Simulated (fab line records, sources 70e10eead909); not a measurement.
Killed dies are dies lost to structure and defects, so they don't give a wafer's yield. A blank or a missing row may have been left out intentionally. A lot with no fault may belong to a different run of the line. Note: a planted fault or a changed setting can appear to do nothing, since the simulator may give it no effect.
Matching of chambers / flow nand harc / rie diel-08 running NHARC_A_STAIRCASE_DESCUM_11: 4 sister chambers
The step chemistry O2, time 3 s. 4 wafers are shown with their chamber, then 11 later ones without.

WAFERS, EACH WITH ITS CHAMBER
wafer=L088.2; chamber=3; showerhead plenum p Torr (Torr)=1.77
wafer=L088.5; chamber=2; showerhead plenum p Torr (Torr)=1.98
wafer=L091.5; chamber=1; showerhead plenum p Torr (Torr)=1.97
wafer=L092.2; chamber=0; showerhead plenum p Torr (Torr)=1.99

WAFERS WITHOUT THEIR CHAMBER
wafer=L092.3; showerhead plenum p Torr (Torr)=1.77
wafer=L092.4; showerhead plenum p Torr (Torr)=1.97
wafer=L092.1; showerhead plenum p Torr (Torr)=1.97
wafer=L092.5; showerhead plenum p Torr (Torr)=1.99
wafer=L092.6; showerhead plenum p Torr (Torr)=1.77
wafer=L090.2; showerhead plenum p Torr (Torr)=1.97
wafer=L090.3; showerhead plenum p Torr (Torr)=1.77
wafer=L090.5; showerhead plenum p Torr (Torr)=1.99
wafer=L097.1; showerhead plenum p Torr (Torr)=1.97
wafer=L097.2; showerhead plenum p Torr (Torr)=1.96
wafer=L097.6; showerhead plenum p Torr (Torr)=1.98

WHICH CHAMBER EACH ONE RAN IN
wafer=L092.3; from the rows above=3; in truth=3
wafer=L092.4; from the rows above=1; in truth=1
wafer=L092.1; from the rows above=1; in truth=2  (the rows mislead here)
wafer=L092.5; from the rows above=0; in truth=0
wafer=L092.6; from the rows above=3; in truth=3
wafer=L090.2; from the rows above=1; in truth=1
wafer=L090.3; from the rows above=3; in truth=3
wafer=L090.5; from the rows above=0; in truth=0
wafer=L097.1; from the rows above=1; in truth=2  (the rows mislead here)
wafer=L097.2; from the rows above=1; in truth=1
wafer=L097.6; from the rows above=2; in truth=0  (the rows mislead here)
Correct placement for 8 of the 11. Number that these rows cannot place: 0. Wrongly placed: 3.
How it was worked out, from the rows above alone: a wafer's distance from a chamber is the root of the sum, over the readings, of the square of ((its reading less the chamber's mean) divided by the reading's scatter). The wafer belongs to the nearest chamber; if the next one is less than 2 further off, it can't be placed. A chamber's mean is the mean of its shown wafers. The scatter: with one shown wafer a chamber, the root of the mean of the squares of how far each hidden wafer lies from its nearest shown one.
